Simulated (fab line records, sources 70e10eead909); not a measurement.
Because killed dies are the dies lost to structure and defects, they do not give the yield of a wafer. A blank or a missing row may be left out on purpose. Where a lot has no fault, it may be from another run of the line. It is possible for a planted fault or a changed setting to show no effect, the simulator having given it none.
One fault through the eyes of 2 desks -- flow nand-harc -- every desk sees just its own numbers, and what lay behind them comes last

== FOR THE TOOL OWNER'S DESK: litho-track-06 ==
The tool's own readings at NHARC_A_CHANNEL_HOLE_D1_DEVELOP_09 (develop time 35 s): means of the sampled wafers that have a number, for each lot that ran on this tool. The brackets show how far a lot's mean lies from the usual mean; more than 4 standard deviations puts the lot out of limits, marked OUT.
Columns: A = chill-plate-temp-C at NHARC_A_CHANNEL_HOLE_D1_DEVELOP_09, usual 23.01 C
lot,first seen here,A
L842,day 8 07:00,23.00
L843,day 8 19:00,23.05
L847,day 10 17:00,22.98
L849,day 11 08:00,23.03
L851,day 12 05:00,23.11
This desk found nothing out of limits on any of the 5 lots.

== METROLOGY DESK ==
What the gauges read for every lot (on any tool): the sampled wafers with a number, averaged. The brackets show how far a lot's mean lies from the usual mean; more than 4 standard deviations puts the lot out of limits, marked OUT.
Columns: A = thk-nm at NHARC_A_ONON_D1_THK_MEAS_08, usual 1004 nm; B = thk-nm at NHARC_A_ONON_D1_THK_MEAS_11, usual 1003 nm; C = thk-nm at NHARC_A_ONON_D1_THK_MEAS_14, usual 999 nm
lot,first seen here,A,B,C
L842,day 7 16:44,994,1013,1011
L843,day 8 03:35,1008,1019,977
L844,day 8 20:51,1019,1010,995
L845,day 9 04:15,994,997,995
L846,day 9 13:41,971,1008,986
L847,day 9 22:03,999,1007,1005
L848,day 10 01:47,1005,1021,985
L849,day 10 15:43,1015,1024,1014
L850,day 11 06:19,1012,996,1012
L851,day 11 12:46,1028,998,1010
L852,day 12 06:23,1013,988,1004
L853,day 12 06:35,999,996,1006
L858,day 14 10:21,991,986,981
L859,day 14 21:16,1011,1002,1000
This desk found nothing out of limits on any of the 14 lots.

== BROUGHT TOGETHER ==
Nothing out of limits was seen by the tool owner's desk.
From the metrology desk's view, nothing was out of limits.

== WHAT THE SIMULATOR HAD PUT IN ==
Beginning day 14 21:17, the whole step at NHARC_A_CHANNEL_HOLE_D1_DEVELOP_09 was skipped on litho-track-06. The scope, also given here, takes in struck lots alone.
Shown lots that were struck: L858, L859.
